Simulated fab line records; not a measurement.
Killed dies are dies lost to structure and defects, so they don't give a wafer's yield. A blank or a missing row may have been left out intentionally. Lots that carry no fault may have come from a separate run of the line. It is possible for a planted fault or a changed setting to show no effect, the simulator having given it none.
Matching of chambers || flow n5_finfet || N5_GATE_CUT_ETCH_36 on rie_diel-06 has 4 sister chambers
The step etches SiARC in CF4, target depth 13 nm, time 21.7 s. 8 wafers are shown with their chamber, then 7 later ones without.

== EACH WAFER AND ITS CHAMBER ==
{"wafer": "L342.5", "chamber": 1, "showerhead_plenum_p_Torr (Torr)": 2.20, "drypump_motor_current_A (A)": 6.1}
{"wafer": "L344.2", "chamber": 0, "showerhead_plenum_p_Torr (Torr)": 2.12, "drypump_motor_current_A (A)": 5.9}
{"wafer": "L344.4", "chamber": 3, "showerhead_plenum_p_Torr (Torr)": 2.26, "drypump_motor_current_A (A)": 5.8}
{"wafer": "L346.3", "chamber": 3, "showerhead_plenum_p_Torr (Torr)": 2.26, "drypump_motor_current_A (A)": 5.9}
{"wafer": "L346.4", "chamber": 2, "showerhead_plenum_p_Torr (Torr)": 2.18, "drypump_motor_current_A (A)": 5.2}
{"wafer": "L346.5", "chamber": 2, "showerhead_plenum_p_Torr (Torr)": 2.18, "drypump_motor_current_A (A)": 5.2}
{"wafer": "L347.1", "chamber": 0, "showerhead_plenum_p_Torr (Torr)": 2.11, "drypump_motor_current_A (A)": 6.0}
{"wafer": "L347.2", "chamber": 1, "showerhead_plenum_p_Torr (Torr)": 2.20, "drypump_motor_current_A (A)": 6.2}

== WAFERS WITH NO CHAMBER GIVEN ==
{"wafer": "L347.6", "showerhead_plenum_p_Torr (Torr)": 2.26, "drypump_motor_current_A (A)": 5.8}
{"wafer": "L350.1", "showerhead_plenum_p_Torr (Torr)": 2.18, "drypump_motor_current_A (A)": 5.2}
{"wafer": "L350.3", "showerhead_plenum_p_Torr (Torr)": 2.19, "drypump_motor_current_A (A)": 6.1}
{"wafer": "L350.6", "showerhead_plenum_p_Torr (Torr)": 2.20, "drypump_motor_current_A (A)": 6.1}
{"wafer": "L364.1", "showerhead_plenum_p_Torr (Torr)": 2.19, "drypump_motor_current_A (A)": 6.2}
{"wafer": "L364.2", "showerhead_plenum_p_Torr (Torr)": 2.17, "drypump_motor_current_A (A)": 5.2}
{"wafer": "L364.6", "showerhead_plenum_p_Torr (Torr)": 2.17, "drypump_motor_current_A (A)": 5.2}

== THE CHAMBER EACH PASSED THROUGH ==
{"wafer": "L347.6", "from the rows above": 3, "in truth": 3}
{"wafer": "L350.1", "from the rows above": 2, "in truth": 2}
{"wafer": "L350.3", "from the rows above": 1, "in truth": 1}
{"wafer": "L350.6", "from the rows above": 1, "in truth": 1}
{"wafer": "L364.1", "from the rows above": 1, "in truth": 1}
{"wafer": "L364.2", "from the rows above": 2, "in truth": 2}
{"wafer": "L364.6", "from the rows above": 2, "in truth": 2}
Correctly placed: 7 of 7. Left unplaced by these rows: 0. Wrongly placed: 0.
How it was worked out, from the rows above alone: a wafer's distance from a chamber is the root of the sum, over the readings, of the square of ((its reading less the chamber's mean) divided by the reading's scatter). The wafer belongs to the nearest chamber; if the next one is less than 2 further off, it can't be placed. A chamber's mean is the mean of its shown wafers. The scatter: the root of (the sum of the squares of (reading less its chamber's mean) over the shown wafers, divided by (wafers less chambers)).
